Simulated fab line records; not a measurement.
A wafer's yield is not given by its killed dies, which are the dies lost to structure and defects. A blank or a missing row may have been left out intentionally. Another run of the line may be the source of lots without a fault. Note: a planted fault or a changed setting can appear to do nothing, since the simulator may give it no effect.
One fault seen from 3 desks    flow n5-finfet    each desk has only its own numbers; what lay behind them comes last

== THE DEFECT DESK ==
Counts from the inspections along the route, per lot, as means over the sampled wafers that have a number. Marked OUT: a lot whose mean sits more than 4 standard deviations from the usual mean, which makes it out of limits; the brackets give that distance.
Columns: A = raw-defect-count at N5_BEOL_M0_SAQP_INSPECT_16, usual 560
lot   first seen here  A
L475  day 6 02:17      560
L479  day 6 19:46      460
L480  day 6 22:14      532
L482  day 7 09:59      752
L496  day 10 16:22     597
L498  day 11 08:16     617
Finding of this desk: none of the 6 lots has anything out of limits.

== THE TOOL OWNER'S DESK: ald-sin-03 ==
The tool's own readings at N5_BEOL_M0_SAQP_SPACER1_ALD_98 (deposits SiO2, target thk 12.8 nm, pulse time 1 s, purge time 2 s): means of the sampled wafers that have a number, for each lot that ran on this tool. Marked OUT: a lot whose mean sits more than 4 standard deviations from the usual mean, which makes it out of limits; the brackets give that distance.
Columns: A = heater-power-w at N5_BEOL_M0_SAQP_SPACER1_ALD_98, usual 467 W; B = precursor-pulse-height-rel at N5_BEOL_M0_SAQP_SPACER1_ALD_98, usual 0.998; C = susceptor-temp-C at N5_BEOL_M0_SAQP_SPACER1_ALD_98, usual 300.02 C
lot   first seen here  A    B      C
L479  day 6 20:48      439  0.984  300.13
L480  day 6 23:15      478  1.013  295.41 (-23) OUT
L482  day 7 10:58      484  1.010  295.39 (-23) OUT
This desk's finding: out of limits on L480, L482; first on L480, day 6 23:15 (susceptor-temp-C at N5_BEOL_M0_SAQP_SPACER1_ALD_98). L479: within limits.

== FROM THE METROLOGY DESK ==
Means of the sampled wafers that have a number, per lot and without regard to the tool the lot ran on: this is what the gauges read. Marked OUT: a lot whose mean sits more than 4 standard deviations from the usual mean, which makes it out of limits; the brackets give that distance. Only the readings that lie furthest out on some lot appear, 7 of the 11 it has.
Columns: A = cd-nm at N5_BEOL_M0_SAQP_CD_MEAS_25, usual 12.82 nm; B = DIBL_N at N5_BEOL_M4_RC_MEAS_101, usual 36.0 mV/V; C = DIBL_P at N5_BEOL_M4_RC_MEAS_101, usual 35.9 mV/V; D = ION_P at N5_BEOL_M4_RC_MEAS_101, usual 462 uA/um; E = SS_P at N5_BEOL_M4_RC_MEAS_101, usual 73.2 mV/dec; F = VT_N at N5_BEOL_M4_RC_MEAS_101, usual 250 mV; G = VT_P at N5_BEOL_M4_RC_MEAS_101, usual -251 mV
lot   first seen here  A      B     C     D    E     F    G
L475  day 6 04:03      12.76  36.1  35.2  459  72.6  247  -252
L479  day 6 21:29      12.83  37.8  38.2  454  73.8  250  -253
L480  day 6 23:56      12.93  35.3  36.3  469  72.8  250  -248
L482  day 7 11:38      12.73  35.0  34.8  462  73.0  249  -251
L496  day 10 18:38     13.05  37.3  37.0  464  73.6  251  -250
L498  day 11 11:47     12.84  37.5  36.7  455  73.7  252  -250
Finding of this desk: none of the 6 lots has anything out of limits.

== PUT TOGETHER ==
At day 6 23:15, on L480, L482, the tool owner's desk was in a position to raise an alarm.
Nothing the defect desk looked at was out of limits.
Nothing out of limits was seen by the metrology desk.
The defect desk has L480, L482 on record, within its limits.
The metrology desk holds a record of L480, L482, inside its limits.
The lots listed all ran N5_BEOL_M0_SAQP_SPACER1_ALD_98 on ald-sin-03.

== WHAT THE SIMULATOR PUT IN ==
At N5_BEOL_M0_SAQP_SPACER1_ALD_98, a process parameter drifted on ald-sin-03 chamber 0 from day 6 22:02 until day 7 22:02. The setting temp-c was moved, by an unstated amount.
Struck lots among those shown: L480, L482.
Time in hours from fault onset to the first out-of-limits reading at each desk: the tool owner's desk, 1.
